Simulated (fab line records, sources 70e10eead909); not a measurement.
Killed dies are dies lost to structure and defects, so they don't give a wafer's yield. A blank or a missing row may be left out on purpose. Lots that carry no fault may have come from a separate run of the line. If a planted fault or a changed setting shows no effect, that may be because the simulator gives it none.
Chamber matching	flow nand-harc	NHARC_P_GATE_DESCUM_13 on rie-diel-08: 4 sister chambers
The step chemistry O2, time 3 s. 4 wafers are shown with their chamber, then 9 later ones without.

== EACH WAFER AND ITS CHAMBER ==
wafer	chamber	drypump-motor-current-A (A)
L091.2	2	5.6
L092.1	3	5.9
L092.3	0	5.9
L092.6	1	5.7

== WAFERS WITH NO CHAMBER GIVEN ==
wafer	drypump-motor-current-A (A)
L094.1	5.8
L094.5	5.6
L094.6	5.7
L095.1	5.6
L095.2	5.6
L095.3	5.9
L096.3	5.9
L096.4	5.8
L096.6	5.7

== WHICH CHAMBER EACH ONE RAN IN ==
wafer	from the rows above	in truth
L094.1	can't be placed: 1 or 0 or 3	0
L094.5	2	2
L094.6	1	1
L095.1	2	2
L095.2	2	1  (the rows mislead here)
L095.3	can't be placed: 0 or 3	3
L096.3	can't be placed: 0 or 3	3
L096.4	can't be placed: 1 or 0 or 3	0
L096.6	1	1
4 of 9 placed correctly. Cannot be placed on the basis of these rows: 4; the candidates contain the true chamber in 4. Placed wrongly: 1.
How it was worked out, from the rows above alone: a wafer's distance from a chamber is the root of the sum, over the readings, of the square of ((its reading less the chamber's mean) divided by the reading's scatter). The wafer belongs to the nearest chamber; if the next one is less than 2 further off, it can't be placed. Each chamber's mean is taken over the wafers shown for it. The scatter: with one shown wafer a chamber, the root of the mean of the squares of how far each hidden wafer lies from its nearest shown one.
